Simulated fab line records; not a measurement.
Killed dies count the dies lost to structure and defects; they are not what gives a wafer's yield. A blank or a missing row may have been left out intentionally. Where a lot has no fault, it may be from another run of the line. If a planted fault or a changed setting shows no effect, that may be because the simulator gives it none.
The tool behind it: which one? + flow nand_harc + 39 wafers from 13 lots sampled at 5 of the route's 1159 steps

WHAT EACH GAUGE READ, for each wafer
NHARC_P_STI_INSPECT_11.
| lot  | measured    | on                | raw_defect_count |
|------|-------------|-------------------|------------------|
| L824 | day 2 16:33 | defect_inspect-02 | 5 3 1            |
| L826 | day 2 23:01 | defect_inspect-02 | 10 3 10          |
| L827 | day 3 07:40 | defect_inspect-01 | 18 15 13         |
| L830 | day 3 23:05 | defect_inspect-02 | 4 6 2            |
| L834 | day 4 22:53 | defect_inspect-02 | 12 7 5           |
| L835 | day 5 04:46 | defect_inspect-02 | 5 3 5            |
| L836 | day 5 10:58 | defect_inspect-01 | 9 3 2            |
| L838 | day 5 19:39 | defect_inspect-02 | 13 2 15          |
| L837 | day 5 19:49 | defect_inspect-01 | 7 3 2            |
| L843 | day 7 05:27 | defect_inspect-02 | 6 3 4            |
| L844 | day 7 14:02 | defect_inspect-02 | 1 6 8            |
| L846 | day 8 06:29 | defect_inspect-02 | 7 7 4            |
| L847 | day 8 06:32 | defect_inspect-01 | 8 7 10           |

NHARC_P_GATE_CD_MEAS_33.
| lot  | measured     | on        | cd_nm (nm)        |
|------|--------------|-----------|-------------------|
| L824 | day 4 20:44  | cd_sem-03 | 119.7 119.6 121.6 |
| L826 | day 5 03:27  | cd_sem-03 | 122.2 122.2 120.5 |
| L827 | day 5 11:31  | cd_sem-02 | 118.9 119.0 120.0 |
| L830 | day 6 08:08  | cd_sem-03 | 118.6 121.0 120.2 |
| L834 | day 7 08:04  | cd_sem-02 | 117.8 120.5 120.8 |
| L835 | day 7 12:47  | cd_sem-02 | 119.7 119.7 117.1 |
| L836 | day 7 22:00  | cd_sem-02 | 120.4 121.6 118.8 |
| L838 | day 7 22:17  | cd_sem-03 | 120.0 123.2 117.9 |
| L837 | day 8 02:50  | cd_sem-03 | 119.9 119.6 117.8 |
| L843 | day 9 07:32  | cd_sem-03 | 117.3 120.8 122.7 |
| L844 | day 9 18:53  | cd_sem-01 | 115.2 119.6 119.9 |
| L846 | day 10 11:07 | cd_sem-02 | 118.2 122.4 122.4 |
| L847 | day 10 11:16 | cd_sem-03 | 117.9 117.0 116.2 |

NHARC_END_SORT_01.
| lot  | measured     | on        | killed_at_array | killed_at_other | killed_at_periphery | killed_dies | killed_open | killed_short |
|------|--------------|-----------|-----------------|-----------------|---------------------|-------------|-------------|--------------|
| L843 | day 23 22:02 | prober-02 | 18 30 21        | 2 0 3           | 2 5 2               | 22 35 26    | 1 5 4       | 3 5 1        |

TOOL THAT RAN EACH LOT (tool first, then ch and the chambers of the sampled wafers, then the start)
| lot  | NHARC_P_STI_ETCH_42               | NHARC_P_GATE_SOFTBAKE_21          |
|------|-----------------------------------|-----------------------------------|
| L824 | rie_diel-09 ch 2,3, day 2 16:47   | litho_track-04 ch 0, day 4 19:00  |
| L826 | rie_diel-10 ch 0,2, day 2 23:14   | litho_track-06 ch 0, day 5 02:00  |
| L827 | rie_diel-11 ch 1,3, day 3 07:53   | litho_track-06 ch 0, day 5 10:00  |
| L830 | rie_diel-10 ch 0,1,3, day 3 23:19 | litho_track-04 ch 0, day 6 06:00  |
| L834 | rie_diel-09 ch 2,3, day 4 23:07   | litho_track-04 ch 0, day 7 06:00  |
| L835 | rie_diel-11 ch 0,2,3, day 5 04:59 | litho_track-06 ch 0, day 7 11:00  |
| L836 | rie_diel-09 ch 1,2,3, day 5 11:11 | litho_track-04 ch 0, day 7 20:00  |
| L838 | rie_diel-10 ch 0,3, day 5 19:54   | litho_track-01 ch 0, day 7 20:00  |
| L837 | rie_diel-11 ch 1,3, day 5 20:02   | litho_track-01 ch 0, day 8 00:00  |
| L843 | rie_diel-10 ch 0,1,2, day 7 05:40 | litho_track-01 ch 0, day 9 05:00  |
| L844 | rie_diel-10 ch 0,2, day 7 14:16   | litho_track-01 ch 0, day 9 16:00  |
| L846 | rie_diel-09 ch 0,2, day 8 06:43   | litho_track-01 ch 0, day 10 09:00 |
| L847 | rie_diel-11 ch 0,3, day 8 06:45   | litho_track-06 ch 0, day 10 09:00 |
- NHARC_P_STI_ETCH_42: etches the open film in N2/H2, target depth 80 nm, overetch 24 nm, time 61 s.
- NHARC_P_GATE_SOFTBAKE_21: time 55 s.

WHAT THE TOOLS THEMSELVES READ (means of the sampled wafers that have a number; where no wafer has one, the mark that the record gives instead)
NHARC_P_STI_ETCH_42.
| lot  | tool        | bias_w (W) | drypump_motor_current_A (A) | n2_flow_sccm (sccm) | oes_product_au (a.u.) | rf_vpp_V (V) | showerhead_plenum_p_Torr (Torr) | throttle_valve_pct (%) |
|------|-------------|------------|-----------------------------|---------------------|-----------------------|--------------|---------------------------------|------------------------|
| L824 | rie_diel-09 | 150.0      | 5.0                         | 149.3               | 1.004                 | 430.3        | 2.00                            | 14.171                 |
| L826 | rie_diel-10 | 150.0      | 5.4                         | 150.2               | 1.001                 | 430.0        | 2.01                            | 14.178                 |
| L827 | rie_diel-11 | 150.3      | 5.2                         | 150.2               | 0.995                 | 429.2        | 2.02                            | 14.163                 |
| L830 | rie_diel-10 | 150.0      | 5.4                         | 150.0               | 1.002                 | 430.2        | 2.04                            | 14.174                 |
| L834 | rie_diel-09 | 150.4      | 5.1                         | 149.7               | 0.990                 | 430.1        | 2.00                            | 14.169                 |
| L835 | rie_diel-11 | 150.0      | 5.5                         | 149.9               | 0.993                 | 431.3        | 2.07                            | 14.176                 |
| L836 | rie_diel-09 | 150.3      | 5.4                         | 149.6               | 0.994                 | 430.0        | 2.01                            | 14.170                 |
| L838 | rie_diel-10 | 149.8      | 5.5                         | 150.2               | 1.002                 | 429.3        | 1.99                            | 14.170                 |
| L837 | rie_diel-11 | 150.1      | 5.2                         | 149.6               | 0.991                 | 430.3        | 2.02                            | 14.166                 |
| L843 | rie_diel-10 | 149.8      | 5.3                         | 150.0               | 0.996                 | 431.3        | 2.06                            | 14.168                 |
| L844 | rie_diel-10 | 150.4      | 5.4                         | 150.4               | 1.001                 | 430.0        | 2.01                            | 14.176                 |
| L846 | rie_diel-09 | 149.8      | 4.9                         | 149.5               | 0.994                 | 428.3        | 1.95                            | 14.169                 |
| L847 | rie_diel-11 | 150.2      | 5.6                         | 149.7               | 0.989                 | 430.6        | 2.03                            | 14.169                 |

NHARC_P_GATE_SOFTBAKE_21.
| lot  | tool           | heater_power_total_W (W) | plate_temp_C (C) | resist_line_temp_C (C) |
|------|----------------|--------------------------|------------------|------------------------|
| L824 | litho_track-04 | 188.36                   | 104.97           | 22.92                  |
| L826 | litho_track-06 | 188.39                   | 104.84           | 23.10                  |
| L827 | litho_track-06 | 188.57                   | 105.09           | 22.98                  |
| L830 | litho_track-04 | 188.46                   | 105.11           | 22.97                  |
| L834 | litho_track-04 | 196.33                   | 104.91           | 23.08                  |
| L835 | litho_track-06 | 188.41                   | 104.92           | 22.90                  |
| L836 | litho_track-04 | 196.52                   | 104.87           | 22.97                  |
| L838 | litho_track-01 | 188.44                   | 105.05           | 23.02                  |
| L837 | litho_track-01 | 188.45                   | 105.15           | 22.98                  |
| L843 | litho_track-01 | 188.45                   | 104.98           | 23.02                  |
| L844 | litho_track-01 | 188.42                   | 105.15           | 22.94                  |
| L846 | litho_track-01 | 188.46                   | 104.95           | 22.89                  |
| L847 | litho_track-06 | 188.62                   | 105.09           | 22.97                  |

THE ANSWER, worked out from the rows above alone
Rule: what is usual is taken from the lots themselves. Put in order of their means at a reading, lots are off if they are a third of the lots or fewer, leave a main group of 4 or more, and stand apart from it by a gap of 3 or more times the standard deviation of the main group's means; of several such gaps the widest counts. A main group whose means are all the same, to the digits that the tables above print for the reading, isn't used. A lot without any number at a reading at which 4 lots or more have one is off too. The other lots that the step has rows for count as sound. Order of review: gauges by route order, followed by the tools' own readings, for which a lot's mean as printed above is used. The first step at which some lot is off is used, and at that step the reading that is off furthest; a lot without a number counts as furthest.
Off: L834, L836 (NHARC_P_GATE_SOFTBAKE_21, heater_power_total_W). Mean 188.46 W and standard deviation 0.072 in the main group.
A tool fits if, at that step or a process step before it, it ran every lot that is off, and no sound lot after the first of them. One candidate fits, namely litho_track-04 at NHARC_P_GATE_SOFTBAKE_21. Its last sound lot is L830 (day 6 06:00), its first lot that is off L834 (day 7 06:00): a fault that began between those two fits.
On the lots that are off, the tool's own readings at NHARC_P_GATE_SOFTBAKE_21 differ by more than 5 times the standard deviation of the sound lots' means, which bears it out; heater_power_total_W reads 196.43 W there versus 188.46 W on the sound lots.

WHAT HAD BEEN PUT IN BY THE SIMULATOR
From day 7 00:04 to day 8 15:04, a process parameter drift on litho_track-04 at NHARC_P_GATE_SOFTBAKE_21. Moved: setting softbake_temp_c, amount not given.
Lots struck among those shown: L834, L836. This agrees with what the rule above found.
